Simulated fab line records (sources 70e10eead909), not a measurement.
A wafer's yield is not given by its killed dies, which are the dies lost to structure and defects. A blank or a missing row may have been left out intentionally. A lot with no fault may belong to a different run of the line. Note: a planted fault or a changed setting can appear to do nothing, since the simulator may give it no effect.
Which of the tools did it? / flow nand-harc / 38 wafers from 13 lots sampled at 5 of the route's 1302 steps

WHAT EACH GAUGE READ, for each wafer
NHARC_END_SORT_01. Usual: defect-limited-yield 91.9 %, standard deviation 2.7; killed-at-array 50, standard deviation 18; killed-at-other 0.8, standard deviation 1.1; killed-at-periphery 4.1, standard deviation 2.9; killed-dies 55, standard deviation 18; killed-open 3.5, standard deviation 1.9; killed-short 2.4, standard deviation 1.5; sort_bin_2_pct 2.8 %, standard deviation 1.2; sort_bin_3_pct 0.6 %, standard deviation 0.37; sort_bin_4_pct 4.7 %, standard deviation 1.5; sort-n-pass 622, standard deviation 18; sort-rim-yield-pct 90 %, standard deviation 4.4; sort-yield-pct 91.9 %, standard deviation 2.7.
lot=L592; measured=day 26 19:43; on=prober-01; defect-limited-yield (%)=95.0 95.3 95.7; killed-at-array=28 22 21; killed-at-other=1 0 0; killed-at-periphery=5 10 8; killed-dies=34 32 29; killed-open=4 5 5; killed-short=4 1 2; sort_bin_2_pct (%)=1.2 1.2 1.6; sort_bin_3_pct (%)=0.4 0.1 0.1; sort_bin_4_pct (%)=3.4 3.4 2.5; sort-n-pass=643 645 648; sort-rim-yield-pct (%)=95 97 95; sort-yield-pct (%)=95.0 95.3 95.7; flag=
lot=L596; measured=day 27 23:31; on=prober-02; defect-limited-yield (%)=90.7 91.0 90.5; killed-at-array=59 56 59; killed-at-other=0 2 1; killed-at-periphery=4 3 4; killed-dies=63 61 64; killed-open=6 1 8; killed-short=5 3 3; sort_bin_2_pct (%)=3.5 3.4 3.1; sort_bin_3_pct (%)=0.4 0.9 0.6; sort_bin_4_pct (%)=5.3 4.7 5.8; sort-n-pass=614 616 613; sort-rim-yield-pct (%)=87 88 82; sort-yield-pct (%)=90.7 91.0 90.5; flag=
lot=L604; measured=day 31 17:20; on=prober-02; defect-limited-yield (%)=89.5 90.3; killed-at-array=53 54; killed-at-other=0 2; killed-at-periphery=18 10; killed-dies=71 66; killed-open=6 4; killed-short=2 4; sort_bin_2_pct (%)=4.9 3.7; sort_bin_3_pct (%)=0.6 1.0; sort_bin_4_pct (%)=5.0 5.0; sort-n-pass=606 611; sort-rim-yield-pct (%)=88 88; sort-yield-pct (%)=89.5 90.3; flag=OFF

WHAT TOOL EACH LOT RAN ON (gives the tool, then ch and the chambers of the sampled wafers, and finally the start)
lot=L589; NHARC_P_M1_PRE_CLEAN_30=pvd-sputter-01, day 6 23:51 or earlier; NHARC_P_M1_PVD_20=pvd-sputter-01, day 6 23:51 or earlier; NHARC_P_M1_DEP_33=pecvd-02 ch 0,1,2, day 6 23:51; NHARC_P_M2_SOFTBAKE_04=litho-track-01 ch 0, day 7 00:00
lot=L588; NHARC_P_M1_PRE_CLEAN_30=pvd-sputter-03, day 7 01:13 or earlier; NHARC_P_M1_PVD_20=pvd-sputter-03, day 7 01:13 or earlier; NHARC_P_M1_DEP_33=pecvd-02 ch 0,2, day 7 01:13; NHARC_P_M2_SOFTBAKE_04=litho-track-01 ch 0, day 7 02:00
lot=L590; NHARC_P_M1_PRE_CLEAN_30=pvd-sputter-02, day 7 18:04 or earlier; NHARC_P_M1_PVD_20=pvd-sputter-02, day 7 18:04 or earlier; NHARC_P_M1_DEP_33=pecvd-04 ch 0,1,2, day 7 18:04; NHARC_P_M2_SOFTBAKE_04=litho-track-06 ch 0, day 7 18:00
lot=L592; NHARC_P_M1_PRE_CLEAN_30=pvd-sputter-02, day 8 06:32 or earlier; NHARC_P_M1_PVD_20=pvd-sputter-02, day 8 06:32 or earlier; NHARC_P_M1_DEP_33=pecvd-03 ch 0,2, day 8 06:32; NHARC_P_M2_SOFTBAKE_04=litho-track-01 ch 0, day 8 07:00
lot=L593; NHARC_P_M1_PRE_CLEAN_30=pvd-sputter-03, day 8 20:41 or earlier; NHARC_P_M1_PVD_20=pvd-sputter-03, day 8 20:41 or earlier; NHARC_P_M1_DEP_33=pecvd-02 ch 0,2, day 8 20:41; NHARC_P_M2_SOFTBAKE_04=litho-track-04 ch 0, day 8 21:00
lot=L594; NHARC_P_M1_PRE_CLEAN_30=pvd-sputter-03, day 8 22:56 or earlier; NHARC_P_M1_PVD_20=pvd-sputter-03, day 8 22:56 or earlier; NHARC_P_M1_DEP_33=pecvd-04 ch 0,1,2, day 8 22:56; NHARC_P_M2_SOFTBAKE_04=litho-track-01 ch 0, day 8 23:00
lot=L596; NHARC_P_M1_PRE_CLEAN_30=pvd-sputter-01, day 9 18:13 or earlier; NHARC_P_M1_PVD_20=pvd-sputter-01, day 9 18:13 or earlier; NHARC_P_M1_DEP_33=pecvd-04 ch 1, day 9 18:13; NHARC_P_M2_SOFTBAKE_04=litho-track-01 ch 0, day 9 19:00
lot=L597; NHARC_P_M1_PRE_CLEAN_30=pvd-sputter-03, day 9 23:08 or earlier; NHARC_P_M1_PVD_20=pvd-sputter-03, day 9 23:08 or earlier; NHARC_P_M1_DEP_33=pecvd-02 ch 0,1, day 9 23:08; NHARC_P_M2_SOFTBAKE_04=litho-track-06 ch 0, day 9 23:00
lot=L604; NHARC_P_M1_PRE_CLEAN_30=pvd-sputter-01, day 13 08:13 or earlier; NHARC_P_M1_PVD_20=pvd-sputter-01, day 13 08:13 or earlier; NHARC_P_M1_DEP_33=pecvd-04 ch 0,1, day 13 08:13; NHARC_P_M2_SOFTBAKE_04=litho-track-01 ch 0, day 13 08:00
lot=L608; NHARC_P_M1_PRE_CLEAN_30=pvd-sputter-02, day 14 12:41 or earlier; NHARC_P_M1_PVD_20=pvd-sputter-02, day 14 12:41 or earlier; NHARC_P_M1_DEP_33=pecvd-04 ch 0,1,2, day 14 12:41; NHARC_P_M2_SOFTBAKE_04=litho-track-06 ch 0, day 14 13:00
lot=L609; NHARC_P_M1_PRE_CLEAN_30=pvd-sputter-01, day 15 00:19 or earlier; NHARC_P_M1_PVD_20=pvd-sputter-01, day 15 00:19 or earlier; NHARC_P_M1_DEP_33=pecvd-04 ch 1,2, day 15 00:19; NHARC_P_M2_SOFTBAKE_04=litho-track-04 ch 0, day 15 01:00
lot=L610; NHARC_P_M1_PRE_CLEAN_30=pvd-sputter-02, day 15 14:01 or earlier; NHARC_P_M1_PVD_20=pvd-sputter-02, day 15 14:01 or earlier; NHARC_P_M1_DEP_33=pecvd-04 ch 0,1,2, day 15 14:01; NHARC_P_M2_SOFTBAKE_04=litho-track-06 ch 0, day 15 14:00
lot=L611; NHARC_P_M1_PRE_CLEAN_30=pvd-sputter-02, day 16 05:08 or earlier; NHARC_P_M1_PVD_20=pvd-sputter-02, day 16 05:08 or earlier; NHARC_P_M1_DEP_33=pecvd-04 ch 0,2, day 16 05:08; NHARC_P_M2_SOFTBAKE_04=litho-track-06 ch 0, day 16 05:00
- NHARC_P_M1_PRE_CLEAN_30: time 30 s.
- NHARC_P_M1_PVD_20: deposits TaN, target thk 5 nm, time 8.06 s.
- NHARC_P_M1_DEP_33: deposits SiCN, target thk 30 nm.
- NHARC_P_M2_SOFTBAKE_04: time 55 s.

AS READ BY THE TOOLS THEMSELVES (means over the sampled wafers that have a number; for cases with no such wafer, the mark the record gives instead)
NHARC_P_M1_PRE_CLEAN_30. Usual: heater-power-w 392 W, standard deviation 27; susceptor-temp-C 280.02 C, standard deviation 0.18.
lot=L589; tool=pvd-sputter-01; heater-power-w (W)=393; susceptor-temp-C (C)=-; flag=OFF
lot=L588; tool=pvd-sputter-03; heater-power-w (W)=417; susceptor-temp-C (C)=280.10; flag=
lot=L590; tool=pvd-sputter-02; heater-power-w (W)=393; susceptor-temp-C (C)=279.93; flag=
lot=L592; tool=pvd-sputter-02; heater-power-w (W)=385; susceptor-temp-C (C)=279.99; flag=
lot=L593; tool=pvd-sputter-03; heater-power-w (W)=413; susceptor-temp-C (C)=280.06; flag=
lot=L594; tool=pvd-sputter-03; heater-power-w (W)=390; susceptor-temp-C (C)=280.14; flag=
lot=L596; tool=pvd-sputter-01; heater-power-w (W)=364; susceptor-temp-C (C)=280.08; flag=
lot=L597; tool=pvd-sputter-03; heater-power-w (W)=403; susceptor-temp-C (C)=279.91; flag=
lot=L604; tool=pvd-sputter-01; heater-power-w (W)=388; susceptor-temp-C (C)=-; flag=OFF
lot=L608; tool=pvd-sputter-02; heater-power-w (W)=402; susceptor-temp-C (C)=280.01; flag=
lot=L609; tool=pvd-sputter-01; heater-power-w (W)=369; susceptor-temp-C (C)=280.16; flag=
lot=L610; tool=pvd-sputter-02; heater-power-w (W)=394; susceptor-temp-C (C)=280.22; flag=
lot=L611; tool=pvd-sputter-02; heater-power-w (W)=391; susceptor-temp-C (C)=279.75; flag=

NHARC_P_M1_PVD_20. Usual: throttle-valve-pct reads 29.8 % (standard deviation 0.89).
lot=L589; tool=pvd-sputter-01; throttle-valve-pct (%)=29.1; flag=
lot=L588; tool=pvd-sputter-03; throttle-valve-pct (%)=30.3; flag=
lot=L590; tool=pvd-sputter-02; throttle-valve-pct (%)=30.5; flag=
lot=L592; tool=pvd-sputter-02; throttle-valve-pct (%)=30.3; flag=
lot=L593; tool=pvd-sputter-03; throttle-valve-pct (%)=28.6; flag=
lot=L594; tool=pvd-sputter-03; throttle-valve-pct (%)=28.7; flag=
lot=L596; tool=pvd-sputter-01; throttle-valve-pct (%)=29.4; flag=
lot=L597; tool=pvd-sputter-03; throttle-valve-pct (%)=28.7; flag=
lot=L604; tool=pvd-sputter-01; throttle-valve-pct (%)=29.9; flag=
lot=L608; tool=pvd-sputter-02; throttle-valve-pct (%)=30.7; flag=
lot=L609; tool=pvd-sputter-01; throttle-valve-pct (%)=30.2; flag=
lot=L610; tool=pvd-sputter-02; throttle-valve-pct (%)=29.9; flag=
lot=L611; tool=pvd-sputter-02; throttle-valve-pct (%)=30.8; flag=

NHARC_P_M1_DEP_33. Usual: heater-power-w 567 W, standard deviation 80; susceptor-temp-C 370.01 C, standard deviation 0.24.
lot=L589; tool=pecvd-02; heater-power-w (W)=591; susceptor-temp-C (C)=369.90; flag=
lot=L588; tool=pecvd-02; heater-power-w (W)=599; susceptor-temp-C (C)=370.01; flag=
lot=L590; tool=pecvd-04; heater-power-w (W)=541; susceptor-temp-C (C)=370.00; flag=
lot=L592; tool=pecvd-03; heater-power-w (W)=484; susceptor-temp-C (C)=369.94; flag=
lot=L593; tool=pecvd-02; heater-power-w (W)=608; susceptor-temp-C (C)=370.10; flag=
lot=L594; tool=pecvd-04; heater-power-w (W)=570; susceptor-temp-C (C)=370.13; flag=
lot=L596; tool=pecvd-04; heater-power-w (W)=502; susceptor-temp-C (C)=370.09; flag=
lot=L597; tool=pecvd-02; heater-power-w (W)=612; susceptor-temp-C (C)=369.78; flag=
lot=L604; tool=pecvd-04; heater-power-w (W)=563; susceptor-temp-C (C)=370.07; flag=
lot=L608; tool=pecvd-04; heater-power-w (W)=518; susceptor-temp-C (C)=369.94; flag=
lot=L609; tool=pecvd-04; heater-power-w (W)=600; susceptor-temp-C (C)=370.06; flag=
lot=L610; tool=pecvd-04; heater-power-w (W)=558; susceptor-temp-C (C)=370.15; flag=
lot=L611; tool=pecvd-04; heater-power-w (W)=566; susceptor-temp-C (C)=370.18; flag=

NHARC_P_M2_SOFTBAKE_04. Usual: heater-power-total-W reads 188.44 W (standard deviation 0.14).
lot=L589; tool=litho-track-01; heater-power-total-W (W)=188.61; flag=
lot=L588; tool=litho-track-01; heater-power-total-W (W)=188.47; flag=
lot=L590; tool=litho-track-06; heater-power-total-W (W)=188.48; flag=
lot=L592; tool=litho-track-01; heater-power-total-W (W)=188.43; flag=
lot=L593; tool=litho-track-04; heater-power-total-W (W)=188.36; flag=
lot=L594; tool=litho-track-01; heater-power-total-W (W)=188.46; flag=
lot=L596; tool=litho-track-01; heater-power-total-W (W)=188.45; flag=
lot=L597; tool=litho-track-06; heater-power-total-W (W)=188.56; flag=
lot=L604; tool=litho-track-01; heater-power-total-W (W)=255.69; flag=OFF
lot=L608; tool=litho-track-06; heater-power-total-W (W)=188.41; flag=
lot=L609; tool=litho-track-04; heater-power-total-W (W)=188.50; flag=
lot=L610; tool=litho-track-06; heater-power-total-W (W)=188.36; flag=
lot=L611; tool=litho-track-06; heater-power-total-W (W)=188.34; flag=

THE ANSWER, worked out from the rows above alone
Rule: take the mean of a lot's wafers that have a number; if it is more than 3 standard deviations from the usual mean, the lot is off. Also off: a lot with no number at a reading for which 4 or more lots have one. Where the step has rows for the other lots, those lots are counted as sound. After the gauges, taken in route order, come the tools' own readings; for these a lot's mean is taken, as printed above. At the first step where some lot is off, the reading lying furthest off is the one used; lots without a number count as furthest.
Off at NHARC_END_SORT_01 (killed-at-periphery): L604. Neither off nor sound, because the step has no rows for them: L589, L588, L590, L593, L594, L597, L608, L609, L610, L611.
If a tool, at a process step before that reading, ran all the lots that are off and no sound lot after the first of them, it fits. Not tried: the gauges at NHARC_END_SORT_01; whatever is off there is also off at NHARC_P_M1_PRE_CLEAN_30, on other tools, and gauge error can't account for it. NHARC_P_M1_PRE_CLEAN_30: start missing for some lots; hours and lot order therefore follow NHARC_P_M1_DEP_33. NHARC_P_M1_PVD_20: start missing for some lots; hours and lot order therefore follow NHARC_P_M1_DEP_33. Can't be told from this: 3 tools fit, pvd-sputter-01 at NHARC_P_M1_PRE_CLEAN_30 and NHARC_P_M1_PVD_20, pecvd-04 at NHARC_P_M1_DEP_33, litho-track-01 at NHARC_P_M2_SOFTBAKE_04.

WHAT WAS PUT IN BY THE SIMULATOR
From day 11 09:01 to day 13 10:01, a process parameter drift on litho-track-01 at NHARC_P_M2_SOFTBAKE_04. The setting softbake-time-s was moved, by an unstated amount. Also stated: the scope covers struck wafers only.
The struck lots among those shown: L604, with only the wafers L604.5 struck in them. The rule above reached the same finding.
